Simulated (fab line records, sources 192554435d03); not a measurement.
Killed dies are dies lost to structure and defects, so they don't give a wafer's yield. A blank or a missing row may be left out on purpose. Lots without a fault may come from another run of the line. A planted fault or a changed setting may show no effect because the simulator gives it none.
Chamber matching | flow n5_finfet | N5_BEOL_M1_ETCH_64 on rie_diel-06: 4 sister chambers
The step etches SOC in N2/H2, target depth 75 nm, overetch 15 nm, time 112.5 s. 14 wafers are shown with their chamber, then 7 later ones without.

WAFERS WITH THEIR CHAMBER
wafer  | chamber | drypump_motor_current_A (A) | showerhead_plenum_p_Torr (Torr) | throttle_valve_pct (%)
L080.1 | 2       | 5.2                         | 2.53                            | 18.1
L080.4 | 1       | 5.9                         | 2.58                            | 17.2
L080.6 | 3       | 5.3                         | 2.67                            | 17.7
L085.2 | 2       | 5.2                         | 2.52                            | 18.2
L085.4 | 0       | 5.8                         | 2.47                            | 17.6
L085.6 | 2       | 5.2                         | 2.52                            | 18.2
L090.2 | 3       | 5.3                         | 2.67                            | 17.8
L090.3 | 2       | 5.3                         | 2.52                            | 18.2
L090.4 | 1       | 5.9                         | 2.57                            | 17.3
L089.3 | 0       | 5.8                         | 2.47                            | 17.6
L089.4 | 2       | 5.2                         | 2.52                            | 18.2
L089.5 | 2       | 5.2                         | 2.52                            | 18.2
L092.2 | 0       | 5.8                         | 2.46                            | 17.6
L092.5 | 2       | 5.2                         | 2.52                            | 18.2

SIGNATURES (means of the wafers above)
reading                  | chamber 0 | chamber 1 | chamber 2 | chamber 3 | scatter within a chamber
drypump_motor_current_A  | 5.800     | 5.900     | 5.214     | 5.300     | 0.0293
showerhead_plenum_p_Torr | 2.4667    | 2.5750    | 2.5214    | 2.6700    | 0.0045
throttle_valve_pct       | 17.600    | 17.250    | 18.186    | 17.750    | 0.0431
Rule: a wafer's distance from a chamber is the root of the sum, over the readings, of the square of ((its reading less the chamber's mean) divided by the reading's scatter). The wafer belongs to the nearest chamber; if the next one is less than 2 further off, it can't be placed. The scatter: the root of (the sum of the squares of (reading less its chamber's mean) over the shown wafers, divided by (wafers less chambers)).

WAFERS WITHOUT THEIR CHAMBER
wafer  | drypump_motor_current_A (A) | showerhead_plenum_p_Torr (Torr) | throttle_valve_pct (%)
L092.6 | 5.9                         | 2.57                            | 17.3
L093.1 | 5.7                         | 2.46                            | 17.6
L093.2 | 5.9                         | 2.57                            | 17.3
L093.3 | 5.2                         | 2.52                            | 18.2
L097.4 | 5.9                         | 2.57                            | 17.3
L097.5 | 5.2                         | 2.51                            | 18.2
L097.6 | 5.3                         | 2.66                            | 17.8

WHICH CHAMBER EACH WENT THROUGH
wafer  | from the rows above | in truth
L092.6 | 1                   | 1
L093.1 | 0                   | 0
L093.2 | 1                   | 1
L093.3 | 2                   | 2
L097.4 | 1                   | 1
L097.5 | 2                   | 2
L097.6 | 3                   | 3
Placed correctly: 7 of 7. Can't be placed from these rows: 0. Placed wrongly: 0.
